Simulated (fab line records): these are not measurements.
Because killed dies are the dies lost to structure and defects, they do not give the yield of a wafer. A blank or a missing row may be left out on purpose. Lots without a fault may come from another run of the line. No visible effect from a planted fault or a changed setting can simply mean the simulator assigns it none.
fab line records | flow nand-harc
record: lots: 7 wafers: 21 last-day: 32
route steps=1302 shown P_START@1 P_ZERO_WELL@2 END@1302
lots untouched by any fault: they come from a run of this same line in which no faults occurred
start-h: start of the lot's first displayed wafer, in hours after the record's first day | wait-h: hours elapsed since this lot's preceding step | " unchanged from the row above | L1.1+2: a single row standing in for several wafers | - value missing, or start not given | * or withheld: withheld | < > ~ a bound
route shown NAME@n: names a module that has steps shown in the file, with the first one's number in the route | usual: mean and standard deviation over wafers with no fault | same: alike in all rows | chamber/n: place in a boat | sites: per-site readings | _std_site: the standard deviation of these | _edge_site: outer sites' mean less inner sites' | radius-mm: how far each site lies from the wafer's centre | mask NAME#n: copy n | behind: the last tool/chamber to shape the wafer | hold: what put the lot on hold/how long, in hours/how the hold closed | device: names the non-switching transistor (n, p or np) | end of line: the tests these same wafers got at the end of their route | where a step has no rows: the recipe by itself | killed: at the first sort, the dies lost to defects and structure; wafer yield is something else | map: the dies of a wafer, with x for killed, . for not killed, _ for no die there
set.NAME: the run value of the setting; set.NAME@STEP: its run value at that earlier step | model.NAME: the simulator's own value behind a step, which no gauge read
lots at some steps of the route; a table a step, a row a wafer
services: when a tool's chamber went out of use (start-h, in hours from the record's first day, below 0 if earlier), for how many hours, and the reason
== steps ==
step: NHARC_P_START_INSPECT_01
usual: raw-defect-count: 3.3/2
columns lot.wafer tool chamber start-h wait-h raw-defect-count
L961.1 defect-inspect-01 - 50.04 - 2
L961.5 " - " " 3
L961.6 " - " " 2
L969.2 defect-inspect-02 - 130.04 - 2
L969.3 " - " " 11
L969.5 " - " " 4
L970.1 defect-inspect-02 - 140.04 - 0
L970.3 " - " " 2
L970.5 " - " " 2
L971.4 defect-inspect-02 - 150.05 - 1
L971.5 " - " " 2
L971.6 " - " " 5
L973.1 defect-inspect-01 - 170.04 - 1
L973.2 " - " " 2
L973.5 " - " " 7
L976.1 defect-inspect-01 - 200.04 - 4
L976.5 " - " " 6
L976.6 " - " " 1
L978.2 defect-inspect-02 - 220.04 - 7
L978.3 " - " " 3
L978.4 " - " " 6
step: NHARC_P_ZERO_WELL_PRECLEAN_00
recipe: time-s: 600 temp-c: 120 chemistry: SPM
usual: bath-guard-temp-C: 119.9/0.51 bath-heat-duty-pct: 13.7/1.6 time-s: 600/0
columns lot.wafer tool chamber start-h wait-h bath-guard-temp-C bath-heat-duty-pct time-s
L961.1 wet-bench-03 7 50.12 0.1 119.7 16.4 600
L961.6 " 1 " " 119.3 12.2 600
L961.5 " 2 " " 120.6 15.7 600
L969.2 wet-bench-06 4 130.14 0.1 - - -
L969.5 " 5 " " - - -
L969.3 " 7 " " - - -
L970.1 wet-bench-03 0 140.12 0.1 - - -
L970.5 " 2 " " - - -
L970.3 " 3 " " - - -
L971.5 wet-bench-06 1 150.14 0.1 - - -
L971.6 " 3 " " - - -
L971.4 " 4 " " - - -
L973.5 wet-bench-05 0 170.12 0.1 119.0 14.2 600
L973.1 " 1 " " 120.6 14.2 600
L973.2 " 5 " " 120.1 14.5 600
L976.5 wet-bench-05 6 200.13 0.1 120.2 13.1 600
L976.1 " 0 " " 119.2 13.5 600
L976.6 " 1 " " 120.6 13.7 600
L978.2 wet-bench-06 5 220.15 0.1 120.3 12.9 600
L978.4 " 6 " " 119.6 13.0 600
L978.3 " 7 " " 120.2 12.9 600
step: NHARC_P_ZERO_WELL_SRD_01
step: NHARC_END_SORT_01
recipe: temp-c: 25
usual: killed-at-array: 56/19 killed-at-other: 1.0/1.5 killed-at-periphery: 3.4/2.4 killed-dies: 60/19 killed-open: 3.3/1.8 killed-short: 2.4/1.7
same: gross-dies: 677
columns lot.wafer tool chamber start-h wait-h killed-at-array killed-at-other killed-at-periphery killed-dies killed-open killed-short
L973.1 prober-02 0 696.02 2.5 54 1 0 55 0 3
L973.2 prober-02 0 696.81 2.8 44 0 1 45 3 1
L973.5 prober-02 0 699.17 3.6 52 0 0 52 3 1
killed by level:class
L973.1 A_CHANNEL_HOLE_D1:chamber-film-flake=31 A_WL_FILL:chamber-film-flake=7 A_CONTACT:chamber-film-flake=6 A_SLIT:chamber-film-flake=4 A_CHANNEL_FILL_D2:chamber-film-flake=3 A_CHANNEL_HOLE_D2:geometric-particle:short=1 A_STAIRCASE:geometric-particle:short=1 STARTING-WAFER:geometric-particle:short=1
L973.2 A_CHANNEL_HOLE_D1:chamber-film-flake=27 A_CONTACT:chamber-film-flake=3 A_CHANNEL_FILL_D2:chamber-film-flake=2 A_STAIRCASE:chamber-film-flake=2 A_SLIT:chamber-film-flake=2 A_WL_FILL:chamber-film-flake=2 A_SOURCE_PLATE:geometric-particle:open=1 A_CHANNEL_FILL_D2:geometric-particle:open=1
L973.5 A_CHANNEL_HOLE_D1:chamber-film-flake=39 A_WL_FILL:chamber-film-flake=3 A_CHANNEL_FILL_D2:chamber-film-flake=2 A_STAIRCASE:chamber-film-flake=2 A_CONTACT:chamber-film-flake=2 A_SOURCE_PLATE:geometric-particle:open=1 A_ONON_D2:geometric-particle:open=1 A_ONON_D2:geometric-particle:short=1
== services ==
columns tool chamber start-h hours kind
wet-bench-03 - 34.41 8.0 pm
wet-bench-03 0 42.41 - consumable-replace:bath
wet-bench-03 0 42.41 - consumable-replace:filter
wet-bench-05 - 84.80 8.0 pm
wet-bench-06 - 107.43 1.4 repair
wet-bench-06 - 155.74 3.3 repair
wet-bench-06 - 193.60 8.0 pm
wet-bench-06 0 201.60 - consumable-replace:bath
wet-bench-06 0 201.60 - consumable-replace:filter
wet-bench-06 1 201.60 - consumable-replace:bath
wet-bench-06 1 201.60 - consumable-replace:filter
wet-bench-06 2 201.60 - consumable-replace:bath
wet-bench-06 2 201.60 - consumable-replace:filter
wet-bench-06 3 201.60 - consumable-replace:bath
wet-bench-06 3 201.60 - consumable-replace:filter
wet-bench-06 4 201.60 - consumable-replace:bath
wet-bench-06 4 201.60 - consumable-replace:filter
wet-bench-06 5 201.60 - consumable-replace:bath
wet-bench-06 5 201.60 - consumable-replace:filter
wet-bench-06 6 201.60 - consumable-replace:bath
wet-bench-06 6 201.60 - consumable-replace:filter
wet-bench-06 7 201.60 - consumable-replace:bath
wet-bench-06 7 201.60 - consumable-replace:filter
wet-bench-03 - 210.41 8.0 pm
== key ==
first-sign: step: NHARC_P_ZERO_WELL_PRECLEAN_00 reading: tool-record direction: missing
effect none on later readings
met-at NHARC_P_ZERO_WELL_PRECLEAN_00
struck-wafers L969.2,L969.3,L969.5,L970.1,L970.3,L970.5,L971.4,L971.5,L971.6
tester-left-out L969,L970,L971
onset-between 50.12 130.14
fault: kind: skipped-step-whole tool: wet-bench-03,wet-bench-06 chamber: - onset-h: 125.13 steps: NHARC_P_ZERO_WELL_PRECLEAN_00 scope: struck-lots-only
tester-left-out: of these lots the tester's yield and bins aren't shown, on N5 and GAA mostly nor the transistor test; their killed dies are dies lost to structure and defects alone, not to doping, threshold or leakage, so they don't give the yield
